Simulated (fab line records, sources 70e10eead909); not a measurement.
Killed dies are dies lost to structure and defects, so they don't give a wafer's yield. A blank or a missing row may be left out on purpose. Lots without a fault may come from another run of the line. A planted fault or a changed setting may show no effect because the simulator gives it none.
fab line records | flow nand_harc
record lots=11 wafers=33 last_day=25
route steps=1159 shown P_M1@298 P_M2@325 END@1159
lots that met no fault: from a run of the same line without faults
start_h: hours from the record's first day to the start of the lot's first wafer shown | wait_h: hours since the lot's step before | " the same as in the row above | L1.1+2: a row that stands for several wafers | - no value, or no start given | * or withheld: withheld | < > ~ a bound
route shown NAME@n: a module of which the file shows steps, and the number in the route of the first | usual: mean/standard deviation of fault-free wafers | same: alike in all rows | chamber/n: place in a boat | sites: the reading at each site | _std_site: their standard deviation | _edge_site: outer sites' mean less inner sites' | radius_mm: how far each site lies from the wafer's centre | mask NAME#n: copy n | behind: the tool/chamber that last shaped the wafer | hold: why the lot was held/for how many hours/how that ended | device: the transistor (n, p or np) that didn't switch | end of line: the same wafers' tests at the end of the route | a step without rows: its recipe alone | killed: dies lost to structure and defects at the first sort, not the wafer's yield | map: a wafer's dies, x killed, . not, _ none there
set.NAME: the setting as run; set.NAME@STEP: as run at that earlier step | model.NAME: the simulator's own value behind a step, which no gauge read
steps of the route over a sample of lots; a table a step, a row a wafer
services: from which hour (start_h, from the record's first day; less than 0 if before it) a tool's chamber was out of use, for how many hours, and why
## steps
# step NHARC_P_M1_DESCUM_14
# recipe time_s=3 o2_flow_sccm=200 ar_flow_sccm=0 bias_power_w=0 chemistry=O2
# usual drypump_motor_current_A=5.7/0.55 oes_product_au=1.000/0.011 rf_vpp_V=57.9/0.98 showerhead_plenum_p_Torr=1.94/0.093 throttle_valve_pct=11.312/0.0092
# columns lot.wafer tool chamber start_h wait_h drypump_motor_current_A oes_product_au rf_hours_counter_h rf_vpp_V showerhead_plenum_p_Torr throttle_valve_pct
L122.1 rie_diel-05 2 124.09 0.1 6.3 0.988 4 57.1 2.07 11.309
L122.3 " 3 " " 5.3 0.984 3 58.7 2.05 11.310
L122.6 " 0 " " 6.6 1.010 - 58.3 2.00 11.315
L124.4 rie_diel-07 1 133.94 0.1 5.5 0.981 5 56.7 1.90 11.316
L124.1 " 2 " " 6.4 0.975 5 56.9 1.97 11.325
L124.5 " 1 " " 5.5 0.977 - 58.2 1.90 11.315
L125.1 rie_diel-07 2 134.95 0.1 6.4 0.986 5 58.3 1.97 11.316
L125.6 " 3 " " 6.1 0.999 - 57.3 1.83 11.311
L125.5 " 0 " " 5.1 1.017 - 57.0 1.91 11.322
L126.1 rie_diel-11 1 144.83 0.1 5.6 1.011 7 57.7 1.79 11.316
L126.4 " 0 " " 5.3 1.021 7 57.8 2.03 11.315
L126.6 " 1 " " 5.6 1.013 - 58.5 1.79 11.325
L127.4 rie_diel-05 1 150.82 0.1 4.8 1.008 4 56.4 2.06 11.309
L127.1 " 3 " " 5.2 0.979 4 58.8 2.05 11.296
L127.6 " 1 " " 4.8 1.005 - 58.2 2.06 11.313
L128.2 rie_diel-11 0 156.79 0.1 5.3 1.022 8 58.5 2.03 11.328
L128.4 " 3 " " 5.3 1.001 9 56.9 1.80 11.312
L128.6 " 0 " " 5.3 1.020 - 57.3 2.03 11.313
L129.3 rie_diel-11 3 160.00 0.1 5.3 1.006 9 56.2 1.81 11.313
L129.4 " 0 " " 5.3 1.003 9 58.5 2.03 11.316
L129.1 " 2 " " 6.2 0.997 9 59.6 2.02 11.308
L130.4 rie_diel-07 3 168.83 0.1 6.1 1.006 8 58.3 1.83 11.308
L130.1 " 0 " " 5.2 1.005 8 58.8 1.91 11.327
L130.2 " 1 " " 5.5 0.984 8 56.9 1.90 11.325
L132.3 rie_diel-07 1 190.28 0.1 5.6 0.984 10 56.3 1.90 11.298
L132.6 " 0 " " 5.1 1.006 - 57.1 1.91 11.312
L132.5 " 1 " " 5.5 0.988 - 57.3 1.90 11.319
L142.4 rie_diel-07 1 239.63 0.1 5.5 1.011 1 57.7 1.90 11.322
L142.3 " 2 " " 6.4 0.997 0 58.5 1.96 11.326
L142.6 " 2 " " 6.4 0.993 - 59.9 1.96 11.303
L145.3 rie_diel-11 0 263.56 0.1 5.3 0.997 5 59.2 2.02 11.308
L145.1 " 3 " " 5.3 1.005 5 56.5 1.80 11.325
L145.6 " 0 " " 5.3 1.004 - 58.8 2.02 11.303
# step NHARC_P_M1_PRE_CLEAN_30
# recipe time_s=30 temp_c=280 gas=H2/He
# usual heater_power_w=412/35 susceptor_temp_C=280.00/0.18
# columns lot.wafer tool chamber start_h wait_h heater_power_w susceptor_temp_C
L122.1 pvd_sputter-02 - - - 445 279.98
L122.3 " - " " 378 280.07
L122.6 " - " " 384 279.80
L124.1 pvd_sputter-02 - - - 442 279.81
L124.4 " - " " 382 279.97
L124.5 " - " " 376 279.74
L125.1 pvd_sputter-02 - - - 443 280.52
L125.6 " - " " 441 280.23
L125.5 " - " " 376 280.13
L126.1 pvd_sputter-01 - - - 437 280.00
L126.4 " - " " 497 279.70
L126.6 " - " " 433 280.04
L127.1 pvd_sputter-01 - - - 415 280.02
L127.4 " - " " 432 279.90
L127.6 " - " " 414 279.88
L128.4 pvd_sputter-02 - - - 437 279.74
L128.2 " - " " 417 280.24
L128.6 " - " " 442 279.79
L129.1 pvd_sputter-02 - - - 381 -
L129.4 " - " " 408 -
L129.3 " - " " 391 -
L130.1 pvd_sputter-03 - - - 457 279.97
L130.2 " - " " 434 280.20
L130.4 " - " " 414 279.76
L132.3 pvd_sputter-01 - - - 438 280.08
L132.5 " - " " 469 279.86
L132.6 " - " " 401 280.22
L142.4 pvd_sputter-03 - - - 410 280.01
L142.3 " - " " 439 279.89
L142.6 " - " " 437 279.94
L145.3 pvd_sputter-03 - - - 338 280.20
L145.1 " - " " 450 280.02
L145.6 " - " " 427 279.85
# step NHARC_P_M1_DEP_33
# recipe target_thk_a=300 temp_c=370 target_thk_nm=30 pressure_torr=3 flow_sccm=200 rf_w=450 material=SiCN
# usual heater_power_w=569/100 susceptor_temp_C=369.99/0.21
# columns lot.wafer tool chamber start_h wait_h heater_power_w susceptor_temp_C
L122.1 pecvd-03 2 126.99 0.1 574 369.78
L122.3 " 0 " " 774 369.78
L122.6 " 1 " " 427 370.02
L124.1 pecvd-03 1 136.74 0.1 484 370.05
L124.4 " 0 " " 799 369.86
L124.5 " 2 " " 584 370.25
L125.1 pecvd-04 2 137.80 0.1 458 369.74
L125.6 " 0 " " 415 370.40
L125.5 " 2 " " 450 369.91
L126.1 pecvd-02 2 147.61 0.1 471 370.35
L126.4 " 1 " " 651 369.94
L126.6 " 2 " " 451 370.40
L127.1 pecvd-03 0 154.03 0.1 709 370.02
L127.6 " 2 " " 475 370.16
L127.4 " 0 " " 722 370.22
L128.2 pecvd-03 0 159.52 0.1 678 369.78
L128.6 " 0 " " 689 370.06
L128.4 " 1 " " 438 369.98
L129.1 pecvd-03 2 162.78 0.1 514 369.71
L129.3 " 0 " " 759 369.87
L129.4 " 1 " " 497 370.08
L130.1 pecvd-04 0 171.68 0.1 445 370.66
L130.2 " 2 " " 496 369.92
L130.4 " 2 " " 488 369.83
L132.3 pecvd-02 2 193.07 0.1 496 369.70
L132.6 " 1 " " 650 370.59
L132.5 " 2 " " 500 370.06
L142.3 pecvd-02 0 242.67 0.1 673 369.83
L142.6 " 1 " " 628 369.77
L142.4 " 2 " " 512 370.07
L145.1 pecvd-03 1 266.47 0.1 496 369.90
L145.3 " 2 " " 598 370.00
L145.6 " 0 " " 751 369.70
# step NHARC_P_M2_EXPOSE_06
# recipe na=1.35 target_cd_nm=170 dose_mj=80.78 mask_id=P_M2
# usual exposure_dose_mJ_cm2=80.77/0.08
# columns lot.wafer tool chamber start_h wait_h mask exposure_dose_mJ_cm2
L122.1 arfi_scanner-01 0 128.05 - P_M2#0 80.77
L122.3 " 0 " " P_M2#0 80.79
L122.6 " 0 " " P_M2#0 80.76
L124.1 arfi_scanner-02 0 137.94 - P_M2#0 80.60
L124.4 " 0 " " P_M2#0 80.74
L124.5 " 0 " " P_M2#0 80.74
L125.1 arfi_scanner-01 0 138.97 - P_M2#0 80.89
L125.5 " 0 " " P_M2#0 80.87
L125.6 " 0 " " P_M2#0 80.76
L126.1 arfi_scanner-01 0 148.69 - P_M2#0 80.72
L126.4 " 0 " " P_M2#0 80.91
L126.6 " 0 " " P_M2#0 80.66
L127.1 arfi_scanner-01 0 155.09 - P_M2#0 80.68
L127.4 " 0 " " P_M2#0 80.64
L127.6 " 0 " " P_M2#0 80.67
L128.2 arfi_scanner-02 0 160.77 - P_M2#0 80.75
L128.4 " 0 " " P_M2#0 80.88
L128.6 " 0 " " P_M2#0 80.73
L129.1 arfi_scanner-01 0 164.16 - P_M2#0 80.76
L129.3 " 0 " " P_M2#0 80.73
L129.4 " 0 " " P_M2#0 80.86
L130.1 arfi_scanner-03 0 173.02 - P_M2#0 80.85
L130.2 " 0 " " P_M2#0 80.80
L130.4 " 0 " " P_M2#0 80.79
L132.3 arfi_scanner-03 0 194.10 - P_M2#0 80.77
L132.5 " 0 " " P_M2#0 80.74
L132.6 " 0 " " P_M2#0 80.73
L142.3 arfi_scanner-03 0 243.70 - P_M2#0 105.87
L142.4 " 0 " " P_M2#0 105.86
L142.6 " 0 " " P_M2#0 105.89
L145.1 arfi_scanner-03 0 267.56 - P_M2#0 100.65
L145.3 " 0 " " P_M2#0 100.82
L145.6 " 0 " " P_M2#0 100.61
# step NHARC_P_M2_CD_MEAS_09
# recipe target_cd_nm=170 landing_energy_ev=500
# usual cd_nm=170.0/0.56
# columns lot.wafer tool chamber start_h wait_h cd_nm
L122.1 cd_sem-01 0 128.19 - 170.0
L122.3 " 0 " " 171.0
L122.6 " 0 " " 170.2
L124.1 cd_sem-02 0 138.08 - 168.8
L124.4 " 0 " " 168.9
L124.5 " 0 " " 169.1
L125.1 cd_sem-01 0 139.11 - 170.5
L125.5 " 0 " " 169.6
L125.6 " 0 " " 171.0
L126.1 cd_sem-01 0 148.83 - 169.9
L126.4 " 0 " " 170.7
L126.6 " 0 " " 170.0
L127.1 cd_sem-03 0 155.23 - 169.6
L127.4 " 0 " " 170.0
L127.6 " 0 " " 169.4
L128.2 cd_sem-02 0 160.91 - 169.9
L128.4 " 0 " " 169.8
L128.6 " 0 " " 170.7
L129.1 cd_sem-03 0 164.30 - 171.2
L129.3 " 0 " " 171.1
L129.4 " 0 " " 170.6
L130.1 cd_sem-02 0 173.16 - 169.2
L130.2 " 0 " " 169.1
L130.4 " 0 " " 169.9
L132.3 cd_sem-01 0 194.24 - 171.1
L132.5 " 0 " " 169.9
L132.6 " 0 " " 170.8
L142.3 cd_sem-03 0 243.84 - 186.6
L142.4 " 0 " " 185.6
L142.6 " 0 " " 186.2
L145.1 cd_sem-03 0 267.70 - 183.2
L145.3 " 0 " " 183.4
L145.6 " 0 " " 183.4
# step NHARC_END_SORT_01
# recipe temp_c=25
# usual defect_limited_yield=95.6/1.6 killed_at_array=26/11 killed_at_other=0.4/0.78 killed_at_periphery=3.4/2.4 killed_dies=29/11 killed_open=3.1/1.9 killed_short=1.9/1.4 sort_bin_2_pct=1.3/0.63 sort_bin_3_pct=0.20/0.18 sort_bin_4_pct=2.8/1.1 sort_n_pass=648/11 sort_rim_yield_pct=95/3.4 sort_yield_pct=95.6/1.6
# same gross_dies=677 sort_bin_5_pct[%]=0 sort_bin_6_pct[%]=0 sort_bin_7_pct[%]=0 sort_bin_8_pct[%]=0 sort_rim_n_gross=106.00
# columns lot.wafer tool chamber start_h wait_h defect_limited_yield[%] killed_at_array killed_at_other killed_at_periphery killed_dies killed_open killed_short sort_bin_2_pct[%] sort_bin_3_pct[%] sort_bin_4_pct[%] sort_n_pass sort_rim_yield_pct[%] sort_yield_pct[%]
L142.3 prober-01 0 585.01 3.1 93.9 34 0 7 41 3 3 1.6 0.44 4.0 636 98 93.9
L142.4 prober-01 0 585.82 3.4 97.3 17 0 1 18 0 2 0.9 0 1.8 659 93 97.3
L142.6 prober-01 0 587.44 4.1 95.1 30 1 2 33 0 1 1.5 0.15 3.2 644 98 95.1
L145.6 prober-01 0 610.86 4.0 95.4 20 0 11 31 2 6 1.9 0.30 2.4 646 94 95.4
# killed by level:class
L142.3 A_SLIT:chamber_film_flake=16 A_CONTACT:chamber_film_flake=9 A_CHANNEL_HOLE_D1:chamber_film_flake=4 P_GATE:chamber_film_flake=3 P_GATE:geometric_particle:open=1 P_CONTACT:geometric_particle:short=1 P_CONTACT:geometric_particle:open=1 A_SOURCE_PLATE:geometric_particle:short=1
L142.4 A_SLIT:chamber_film_flake=8 A_CONTACT:chamber_film_flake=4 A_WL_FILL:geometric_particle:short=1 A_M1:geometric_particle:short=1 P_M1:chamber_film_flake=1 A_ZERO_WELL:chamber_film_flake=1 A_CHANNEL_HOLE_D1:chamber_film_flake=1 A_STAIRCASE:chamber_film_flake=1
L142.6 A_SLIT:chamber_film_flake=18 A_CONTACT:chamber_film_flake=5 A_CHANNEL_HOLE_D1:chamber_film_flake=4 A_STAIRCASE:chamber_film_flake=2 STARTING-WAFER:geometric_particle:short=1 P_STI:chamber_film_flake=1 P_M1:chamber_film_flake=1 A_CHANNEL_FILL_D1:chamber_film_flake=1
L145.6 P_STI:chamber_film_flake=7 A_CHANNEL_HOLE_D1:chamber_film_flake=6 A_CONTACT:chamber_film_flake=6 P_GATE:geometric_particle:short=2 A_WL_FILL:geometric_particle:short=2 A_CHANNEL_HOLE_D1:geometric_particle:short=1 A_CHANNEL_FILL_D1:geometric_particle:short=1 A_CHANNEL_FILL_D1:geometric_particle:open=1
## services
# columns tool chamber start_h hours kind
pecvd-03 - 111.09 13.0 pm
pecvd-04 1 115.35 6.2 repair
rie_diel-07 3 127.61 2.2 repair
pecvd-04 1 130.74 51.2 repair
rie_diel-05 0 135.60 6.1 repair
arfi_scanner-03 - 140.00 4.0 pm
pvd_sputter-03 - 140.79 10.0 pm
pvd_sputter-02 - 142.52 9.4 repair
pecvd-02 0 151.00 23.6 repair
pecvd-02 - 153.28 13.0 pm
pvd_sputter-01 - 158.00 10.0 pm
rie_diel-05 - 163.60 9.0 pm
rie_diel-11 3 173.10 4.8 repair
pecvd-04 2 182.93 9.7 repair
rie_diel-05 - 184.13 0.2 repair
rie_diel-11 - 189.51 9.0 pm
arfi_scanner-01 - 196.00 4.0 pm
pvd_sputter-02 - 214.00 10.0 pm
rie_diel-11 2 223.60 8.0 repair
rie_diel-07 - 228.20 9.0 pm
pvd_sputter-02 - 250.14 2.0 repair
arfi_scanner-03 - 258.01 1.0 repair
pvd_sputter-02 - 264.23 1.5 repair
pecvd-02 - 266.83 0.2 repair
## key
first_sign step=NHARC_P_M2_EXPOSE_06 reading=exposure_dose_mJ_cm2 direction=up sigmas=99+ usual=80.77 struck=103.28
effect step=NHARC_P_M2_CD_MEAS_09 reading=cd_nm direction=up sigmas=26 usual=170.0 struck=184.7 through=control_loop
met_at NHARC_P_M2_EXPOSE_06
struck_lots L142,L145
loop_trim step=NHARC_P_M2_EXPOSE_06 setting=dose lots=L145
not_acting_at NHARC_P_M1_DESCUM_14,NHARC_P_M1_PRE_CLEAN_30,NHARC_P_M1_DEP_33
onset_between 194.10 243.70
fault kind=process_parameter_drift tool=arfi_scanner-03 chamber=- onset_h=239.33 steps=NHARC_P_M2_EXPOSE_06 channel=dose_mj offset=24.978 shape=step acts_in=these_recipes_only stated=80.78
# loop_trim: a control loop set the setting to another value than it would have without faults
